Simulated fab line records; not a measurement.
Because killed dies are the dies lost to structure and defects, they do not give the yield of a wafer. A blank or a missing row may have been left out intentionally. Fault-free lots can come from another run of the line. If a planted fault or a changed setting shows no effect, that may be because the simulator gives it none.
Struck lot and sound lot, side by side || flow n5_finfet || 37 out of 1938 route steps
Sound: the wafers L374.1, L374.2, L374.5. Struck: wafers L388.1, L388.2, L388.6. At the end, the cause is stated.
Each step with rows lists, per side, the tool, then ch with its chambers, then its first start. Under that, the readings that differ: sound wafers || struck wafers || difference of the means || sigmas: that difference in standard deviations of wafers without a fault.
alike: a reading whose means differ by less than 2 such deviations, as well as words and numbers matching on both sides. not compared: withheld readings; readings where some wafer has no value; bounds like >300 that might hide an equal value; numbers whose values overlap and for which the record gives no deviation.
The two part at a step that has a row with sigmas, a row that says differs or no value, or rows on one side only. Numbers that don't overlap but have no deviation are shown without sigmas and don't part them. A reading missing from all wafers of one side parts the sides only when that side holds two or more wafers.

first, 9 steps without rows for these wafers: N5_WELL_APT_COAT_02 (resist thk 950 nm); N5_WELL_APT_EBR_04; N5_WELL_APT_SOFTBAKE_03 (time 60 s); N5_WELL_APT_EXPOSE_05 (exposes mask NWELL, defocus 0 nm, target cd 200 nm); N5_WELL_APT_PEB_06 (peb time 90 s); N5_WELL_APT_DEVELOP_07 (develop time 45 s); N5_WELL_APT_HARDBAKE_12 (time 120 s); N5_WELL_APT_DESCUM_13 (chemistry O2, time 7.9 s); N5_WELL_APT_IMPLANT_14.
N5_WELL_APT_IMPLANT_15:
  sound on implanter-01 ch 0, day 1 20:22; struck on implanter-01 ch 0, day 5 08:12
{"reading": "dose_ions_cm2", "sound": "1.4998e+13 1.5008e+13 1.5011e+13", "struck": "2.1183e+13 2.1179e+13 2.1191e+13", "difference": "+6.1787e+12", "sigmas": "+99 or more"}
{"reading": "faraday_current_uA", "sound": "191 192 198", "struck": "264 266 275", "difference": "+75", "sigmas": "+19"}
  alike: rotation_deg
then, 25 steps without rows for these wafers: N5_WELL_APT_STRIP_16 (strips in SPM, time 900 s); N5_WELL_APT_HMDS_18 (time 60 s); N5_WELL_APT_COAT_19 (resist thk 950 nm); N5_WELL_APT_EBR_21; N5_WELL_APT_SOFTBAKE_20 (time 60 s); N5_WELL_APT_EXPOSE_22 (exposes mask PWELL, defocus 0 nm, target cd 200 nm); N5_WELL_APT_PEB_23 (peb time 90 s); N5_WELL_APT_DEVELOP_24 (develop time 45 s); N5_WELL_APT_HARDBAKE_29 (time 120 s); N5_WELL_APT_DESCUM_30 (chemistry O2, time 7.9 s); N5_WELL_APT_IMPLANT_31; N5_WELL_APT_IMPLANT_32; N5_WELL_APT_STRIP_33 (strips in SPM, time 900 s); N5_WELL_APT_RTA_34 (time 10 s); N5_WELL_APT_OXIDE_STRIP_42 (strips SiO2 in dHF, time 45 s, target depth 12 nm); N5_WELL_APT_PRECLEAN_36 (cleans in O3/DIW, time 45 s); N5_WELL_APT_PRECLEAN_39 (cleans in dHF, time 60 s); N5_WELL_APT_SRD_37 (time 30 s); N5_WELL_APT_EPI_41 (deposits Si from SiH4/H2, target thk 50 nm, time 297.7 s); N5_PMOS_HMC_CHANNEL_EPI_HM_DEP_34 (deposits SiO2 from TEOS/O2, target thk 36 nm, time 6.9 s); N5_PMOS_HMC_CHANNEL_EPI_COAT_31 (time 60 s, resist thk 66 nm); N5_PMOS_HMC_CHANNEL_EPI_COAT_03 (resist thk 205 nm); N5_PMOS_HMC_CHANNEL_EPI_EBR_05; N5_PMOS_HMC_CHANNEL_EPI_SOFTBAKE_04 (time 60 s); N5_PMOS_HMC_CHANNEL_EPI_EXPOSE_06 (exposes mask PMOS HMC BLK, target cd 240 nm).
-- record jumps: 6 days separate the struck wafers' starts on either side; left off in module PMOS_HMC_CHANNEL_EPI, taken up again in module BEOL_M4, whose first shown step is the route's number 1111 --
N5_BEOL_M4_RC_MEAS_101:
  sound on prober-02 ch 0, day 9 00:00; struck on prober-01 ch 0, day 11 17:05
{"reading": "CJ_P", "sound": "5.71 5.67 5.82", "struck": "7.01 6.96 7.01", "difference": "+1.26", "sigmas": "+5"}
{"reading": "IOFF_P_LONG (nA/um)", "sound": "0.000103 0.000102 0.000105", "struck": "0.000146 0.000148 0.000147", "difference": "+0.000044", "sigmas": "+4"}
  alike: DIBL_N, DIBL_P, IOFF_N, IOFF_P, ION_N, ION_P, SS_N, SS_P, VT_N, VT_P
N5_PASSIVATION_PROBE_49:
  sound wafers here have rows in the record (prober-02, day 13 00:16); struck ones have none

## WHERE THEY PART
Earliest at N5_WELL_APT_IMPLANT_15; latest, in this record, at N5_PASSIVATION_PROBE_49.

WHY: what had been put in by the simulator
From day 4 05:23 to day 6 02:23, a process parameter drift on implanter-01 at N5_WELL_APT_IMPLANT_15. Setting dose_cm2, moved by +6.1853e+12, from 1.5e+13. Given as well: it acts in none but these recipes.
